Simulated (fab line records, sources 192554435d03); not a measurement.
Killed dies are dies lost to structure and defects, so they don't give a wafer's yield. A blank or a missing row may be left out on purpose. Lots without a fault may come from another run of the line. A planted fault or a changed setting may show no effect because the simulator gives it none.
Chamber matching | flow n5_finfet | N5_BEOL_M14_STRIP_64 on rie_diel-01: 4 sister chambers
The step strips in O2. 8 wafers are shown with their chamber, then 6 later ones without.

WAFERS WITH THEIR CHAMBER
wafer  | chamber | throttle_valve_pct (%) | drypump_motor_current_A (A)
L936.2 | 2       | 16.75                  | 5.1
L936.3 | 3       | 16.23                  | 6.2
L936.5 | 3       | 16.24                  | 6.2
L939.1 | 1       | 16.72                  | 5.4
L939.2 | 0       | 16.72                  | 5.3
L939.6 | 2       | 16.76                  | 5.2
L943.2 | 0       | 16.73                  | 5.3
L943.3 | 1       | 16.75                  | 5.4

WAFERS WITHOUT THEIR CHAMBER
wafer  | throttle_valve_pct (%) | drypump_motor_current_A (A)
L943.5 | 16.75                  | 5.4
L944.3 | 16.78                  | 5.1
L944.5 | 16.25                  | 6.3
L948.1 | 16.80                  | 5.1
L948.2 | 16.75                  | 5.5
L948.3 | 16.28                  | 6.2

WHICH CHAMBER EACH WENT THROUGH
wafer  | from the rows above | in truth
L943.5 | 1                   | 1
L944.3 | 2                   | 2
L944.5 | 3                   | 3
L948.1 | 2                   | 2
L948.2 | 1                   | 1
L948.3 | 3                   | 3
Placed correctly: 6 of 6. Can't be placed from these rows: 0. Placed wrongly: 0.
How it was worked out, from the rows above alone: a wafer's distance from a chamber is the root of the sum, over the readings, of the square of ((its reading less the chamber's mean) divided by the reading's scatter). The wafer belongs to the nearest chamber; if the next one is less than 2 further off, it can't be placed. A chamber's mean is the mean of its shown wafers. The scatter: the root of (the sum of the squares of (reading less its chamber's mean) over the shown wafers, divided by (wafers less chambers)).
